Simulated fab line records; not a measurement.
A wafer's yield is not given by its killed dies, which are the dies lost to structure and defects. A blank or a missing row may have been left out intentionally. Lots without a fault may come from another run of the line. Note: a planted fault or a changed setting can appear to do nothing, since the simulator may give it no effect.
Which tool is to blame? / flow nand harc / Sampling: 12 lots, 36 wafers, 5 of 1302 route steps

WHAT THE GAUGES SHOWED, per wafer
NHARC_END_SORT_01.
lot=L452; measured=day 25 19:49; on=prober-01; defect limited yield (%)=92.6 92.5 90.8; killed at array=43 48 58; killed at other=1 0 1; killed at periphery=6 3 3; killed dies=50 51 62; killed open=4 5 2; killed short=2 2 4
lot=L462; measured=day 30 11:59; on=prober-01; defect limited yield (%)=91.7 0 90.8; killed at array=52 675 57; killed at other=1 0 2; killed at periphery=3 2 3; killed dies=56 677 62; killed open=8 4 7; killed short=1 3 1
lot=L460; measured=day 30 12:04; on=prober-02; defect limited yield (%)=94.2 0 95.1; killed at array=36 671 25; killed at other=0 0 0; killed at periphery=3 6 8; killed dies=39 677 33; killed open=3 3 3; killed short=4 3 3

TOOL THAT RAN EACH LOT (tool first, then ch and the chambers of the sampled wafers, then the start)
lot=L447; NHARC_A_BLC_PVD_32=pvd sputter-02, day 22 10:09 or earlier; NHARC_A_BLC_ALD_23=ald metal-02 ch 0,1, day 22 10:09; NHARC_A_M0_DESCUM_14=rie diel-05 ch 0,1, day 22 12:25; NHARC_A_M0_ETCH_15=rie diel-05 ch 0,1, day 22 12:35
lot=L448; NHARC_A_BLC_PVD_32=pvd sputter-02, day 22 23:28 or earlier; NHARC_A_BLC_ALD_23=ald metal-04 ch 0,1,3, day 22 23:28; NHARC_A_M0_DESCUM_14=rie diel-05 ch 1,2, day 23 01:37; NHARC_A_M0_ETCH_15=rie diel-05 ch 0,2,3, day 23 01:47
lot=L450; NHARC_A_BLC_PVD_32=pvd sputter-02, day 23 12:08 or earlier; NHARC_A_BLC_ALD_23=ald metal-02 ch 0,1, day 23 12:08; NHARC_A_M0_DESCUM_14=rie diel-05 ch 1,3, day 23 14:22; NHARC_A_M0_ETCH_15=rie diel-05 ch 0,1,3, day 23 14:35
lot=L452; NHARC_A_BLC_PVD_32=pvd sputter-01, day 24 01:23 or earlier; NHARC_A_BLC_ALD_23=ald metal-02 ch 0,3, day 24 01:23; NHARC_A_M0_DESCUM_14=rie diel-05 ch 0,3, day 24 03:29; NHARC_A_M0_ETCH_15=rie diel-05 ch 1,2,3, day 24 03:39
lot=L451; NHARC_A_BLC_PVD_32=pvd sputter-03, day 24 02:13 or earlier; NHARC_A_BLC_ALD_23=ald metal-04 ch 0,2,3, day 24 02:13; NHARC_A_M0_DESCUM_14=rie diel-06 ch 0,1,3, day 24 04:22; NHARC_A_M0_ETCH_15=rie diel-06 ch 1,2, day 24 04:31
lot=L459; NHARC_A_BLC_PVD_32=pvd sputter-02, day 26 12:32 or earlier; NHARC_A_BLC_ALD_23=ald metal-01 ch 2,3, day 26 12:32; NHARC_A_M0_DESCUM_14=rie diel-05 ch 1,2, day 26 14:44; NHARC_A_M0_ETCH_15=rie diel-05 ch 0,2,3, day 26 14:55
lot=L462; NHARC_A_BLC_PVD_32=pvd sputter-03, day 28 18:58 or earlier; NHARC_A_BLC_ALD_23=ald metal-01 ch 2,3, day 28 18:58; NHARC_A_M0_DESCUM_14=rie diel-05 ch 0,1,3, day 28 21:10; NHARC_A_M0_ETCH_15=rie diel-05 ch 0,1,2, day 28 21:20
lot=L460; NHARC_A_BLC_PVD_32=pvd sputter-03, day 28 21:50 or earlier; NHARC_A_BLC_ALD_23=ald metal-01 ch 0,1,3, day 28 21:50; NHARC_A_M0_DESCUM_14=rie diel-05 ch 0,1,2, day 29 00:04; NHARC_A_M0_ETCH_15=rie diel-05 ch 0,2,3, day 29 00:14
lot=L465; NHARC_A_BLC_PVD_32=pvd sputter-01, day 30 13:35 or earlier; NHARC_A_BLC_ALD_23=ald metal-04 ch 1,2, day 30 13:35; NHARC_A_M0_DESCUM_14=rie diel-13 ch 0,3, day 30 15:40; NHARC_A_M0_ETCH_15=rie diel-13 ch 0,3, day 30 15:51
lot=L467; NHARC_A_BLC_PVD_32=pvd sputter-03, day 30 19:36 or earlier; NHARC_A_BLC_ALD_23=ald metal-01 ch 0,3, day 30 19:36; NHARC_A_M0_DESCUM_14=rie diel-06 ch 2,3, day 30 21:41; NHARC_A_M0_ETCH_15=rie diel-06 ch 1,2,3, day 30 21:52
lot=L470; NHARC_A_BLC_PVD_32=pvd sputter-02, day 32 01:50 or earlier; NHARC_A_BLC_ALD_23=ald metal-01 ch 0,1,3, day 32 01:50; NHARC_A_M0_DESCUM_14=rie diel-06 ch 2,3, day 32 04:04; NHARC_A_M0_ETCH_15=rie diel-06 ch 0,1,3, day 32 04:14
lot=L469; NHARC_A_BLC_PVD_32=pvd sputter-01, day 33 13:08 or earlier; NHARC_A_BLC_ALD_23=ald metal-04 ch 0,1, day 33 13:08; NHARC_A_M0_DESCUM_14=rie diel-13 ch 1,2, day 33 15:22; NHARC_A_M0_ETCH_15=rie diel-13 ch 0,1,2, day 33 15:33
- NHARC_A_BLC_PVD_32: deposits Ti, target thk 5 nm, time 17.7 s.
- NHARC_A_BLC_ALD_23: deposits TiN, target thk 3 nm, pulse time 1 s, ald cycles 150.
- NHARC_A_M0_DESCUM_14: chemistry O2, time 3 s.
- NHARC_A_M0_ETCH_15: etches the open film in C4F8/Ar, target depth 150 nm, overetch 15 nm, time 82.5 s.

AS READ BY THE TOOLS THEMSELVES (means over the sampled wafers that have a number; for cases with no such wafer, the mark the record gives instead)
NHARC_A_BLC_PVD_32.
lot=L447; tool=pvd sputter-02; throttle valve pct (%)=30.4
lot=L448; tool=pvd sputter-02; throttle valve pct (%)=30.3
lot=L450; tool=pvd sputter-02; throttle valve pct (%)=30.3
lot=L452; tool=pvd sputter-01; throttle valve pct (%)=29.7
lot=L451; tool=pvd sputter-03; throttle valve pct (%)=31.4
lot=L459; tool=pvd sputter-02; throttle valve pct (%)=30.5
lot=L462; tool=pvd sputter-03; throttle valve pct (%)=31.9
lot=L460; tool=pvd sputter-03; throttle valve pct (%)=31.6
lot=L465; tool=pvd sputter-01; throttle valve pct (%)=29.5
lot=L467; tool=pvd sputter-03; throttle valve pct (%)=31.4
lot=L470; tool=pvd sputter-02; throttle valve pct (%)=31.5
lot=L469; tool=pvd sputter-01; throttle valve pct (%)=29.3

NHARC_A_BLC_ALD_23.
lot=L447; tool=ald metal-02; heater power w (W)=1026; precursor pulse height rel=0.997
lot=L448; tool=ald metal-04; heater power w (W)=1059; precursor pulse height rel=1.013
lot=L450; tool=ald metal-02; heater power w (W)=1005; precursor pulse height rel=1.006
lot=L452; tool=ald metal-02; heater power w (W)=1004; precursor pulse height rel=1.010
lot=L451; tool=ald metal-04; heater power w (W)=1032; precursor pulse height rel=1.011
lot=L459; tool=ald metal-01; heater power w (W)=1095; precursor pulse height rel=0.999
lot=L462; tool=ald metal-01; heater power w (W)=1106; precursor pulse height rel=0.993
lot=L460; tool=ald metal-01; heater power w (W)=1068; precursor pulse height rel=1.011
lot=L465; tool=ald metal-04; heater power w (W)=1123; precursor pulse height rel=0.991
lot=L467; tool=ald metal-01; heater power w (W)=1165; precursor pulse height rel=0.998
lot=L470; tool=ald metal-01; heater power w (W)=1105; precursor pulse height rel=0.984
lot=L469; tool=ald metal-04; heater power w (W)=1171; precursor pulse height rel=1.009

NHARC_A_M0_DESCUM_14.
lot=L447; tool=rie diel-05; drypump motor current A (A)=6.0; mfc ar sccm (sccm)=0.002; oes product au (a.u.)=0.987; rf vpp V (V)=57.7; showerhead plenum p Torr (Torr)=1.88; throttle valve pct (%)=11.319
lot=L448; tool=rie diel-05; drypump motor current A (A)=6.2; mfc ar sccm (sccm)=0.004; oes product au (a.u.)=0.997; rf vpp V (V)=58.1; showerhead plenum p Torr (Torr)=1.83; throttle valve pct (%)=11.314
lot=L450; tool=rie diel-05; drypump motor current A (A)=5.5; mfc ar sccm (sccm)=0.000; oes product au (a.u.)=0.992; rf vpp V (V)=57.5; showerhead plenum p Torr (Torr)=1.87; throttle valve pct (%)=11.308
lot=L452; tool=rie diel-05; drypump motor current A (A)=5.5; mfc ar sccm (sccm)=0.005; oes product au (a.u.)=0.991; rf vpp V (V)=57.2; showerhead plenum p Torr (Torr)=1.98; throttle valve pct (%)=11.310
lot=L451; tool=rie diel-06; drypump motor current A (A)=5.8; mfc ar sccm (sccm)=0.015; oes product au (a.u.)=0.992; rf vpp V (V)=56.6; showerhead plenum p Torr (Torr)=1.80; throttle valve pct (%)=11.321
lot=L459; tool=rie diel-05; drypump motor current A (A)=6.1; mfc ar sccm (sccm)=0.004; oes product au (a.u.)=1.003; rf vpp V (V)=57.4; showerhead plenum p Torr (Torr)=1.83; throttle valve pct (%)=11.305
lot=L462; tool=rie diel-05; drypump motor current A (A)=5.7; mfc ar sccm (sccm)=0.002; oes product au (a.u.)=1.001; rf vpp V (V)=57.5; showerhead plenum p Torr (Torr)=1.91; throttle valve pct (%)=11.314
lot=L460; tool=rie diel-05; drypump motor current A (A)=6.0; mfc ar sccm (sccm)=0.004; oes product au (a.u.)=1.000; rf vpp V (V)=58.0; showerhead plenum p Torr (Torr)=1.89; throttle valve pct (%)=11.301
lot=L465; tool=rie diel-13; drypump motor current A (A)=5.5; mfc ar sccm (sccm)=0.018; oes product au (a.u.)=1.004; rf vpp V (V)=57.6; showerhead plenum p Torr (Torr)=1.81; throttle valve pct (%)=11.313
lot=L467; tool=rie diel-06; drypump motor current A (A)=5.3; mfc ar sccm (sccm)=0.017; oes product au (a.u.)=1.000; rf vpp V (V)=56.9; showerhead plenum p Torr (Torr)=1.84; throttle valve pct (%)=11.305
lot=L470; tool=rie diel-06; drypump motor current A (A)=5.3; mfc ar sccm (sccm)=0.017; oes product au (a.u.)=0.995; rf vpp V (V)=57.1; showerhead plenum p Torr (Torr)=1.83; throttle valve pct (%)=11.299
lot=L469; tool=rie diel-13; drypump motor current A (A)=5.1; mfc ar sccm (sccm)=0.034; oes product au (a.u.)=0.999; rf vpp V (V)=58.0; showerhead plenum p Torr (Torr)=1.86; throttle valve pct (%)=11.303

NHARC_A_M0_ETCH_15.
lot=L447; tool=rie diel-05; oes product au (a.u.)=0.917; rf vpp V (V)=439.5; run length s (s)=103.7
lot=L448; tool=rie diel-05; oes product au (a.u.)=0.922; rf vpp V (V)=440.4; run length s (s)=104.1
lot=L450; tool=rie diel-05; oes product au (a.u.)=0.939; rf vpp V (V)=441.6; run length s (s)=103.8
lot=L452; tool=rie diel-05; oes product au (a.u.)=0.922; rf vpp V (V)=440.0; run length s (s)=103.9
lot=L451; tool=rie diel-06; oes product au (a.u.)=0.928; rf vpp V (V)=439.3; run length s (s)=103.6
lot=L459; tool=rie diel-05; oes product au (a.u.)=0.972; rf vpp V (V)=441.0; run length s (s)=103.9
lot=L462; tool=rie diel-05; oes product au (a.u.)=0.956; rf vpp V (V)=440.0; run length s (s)=99.7
lot=L460; tool=rie diel-05; oes product au (a.u.)=0.968; rf vpp V (V)=441.0; run length s (s)=99.6
lot=L465; tool=rie diel-13; oes product au (a.u.)=0.973; rf vpp V (V)=436.9; run length s (s)=104.2
lot=L467; tool=rie diel-06; oes product au (a.u.)=0.970; rf vpp V (V)=437.5; run length s (s)=103.9
lot=L470; tool=rie diel-06; oes product au (a.u.)=0.957; rf vpp V (V)=436.6; run length s (s)=103.8
lot=L469; tool=rie diel-13; oes product au (a.u.)=0.958; rf vpp V (V)=438.8; run length s (s)=104.4

THE ANSWER, worked out from the rows above alone
Rule: the usual values come from the lots themselves. Put in order of their means at a reading, lots are off if they are a third of the lots or fewer, leave a main group of 4 or more, and stand apart from it by a gap of 3 or more times the standard deviation of the main group's means; of several such gaps the widest counts. Not used: any main group whose means are identical at the precision the tables above print for the reading. A lot without any number at a reading at which 4 lots or more have one is off too. All remaining lots with rows at the step are treated as sound. Order of review: gauges by route order, followed by the tools' own readings, for which a lot's mean as printed above is used. At the first step where some lot is off, the reading lying furthest off is the one used; lots without a number count as furthest.
Off, at NHARC_A_M0_ETCH_15 on run length s: L462, L460. Main group: mean 103.9 s, sd 0.23.
A tool fits if, at that step or a process step before it, it ran every lot that is off, and no sound lot after the first of them. NHARC_A_BLC_PVD_32 gives no start for some lots, so the hours and the order of its lots are those of NHARC_A_BLC_ALD_23. One fits: NHARC_A_M0_DESCUM_14 and NHARC_A_M0_ETCH_15 on rie diel-05. At NHARC_A_M0_DESCUM_14 its last sound lot is L459 (day 26 14:44), its first lot that is off L462 (day 28 21:10): a fault that began between those two fits.

WHAT WAS PUT IN BY THE SIMULATOR
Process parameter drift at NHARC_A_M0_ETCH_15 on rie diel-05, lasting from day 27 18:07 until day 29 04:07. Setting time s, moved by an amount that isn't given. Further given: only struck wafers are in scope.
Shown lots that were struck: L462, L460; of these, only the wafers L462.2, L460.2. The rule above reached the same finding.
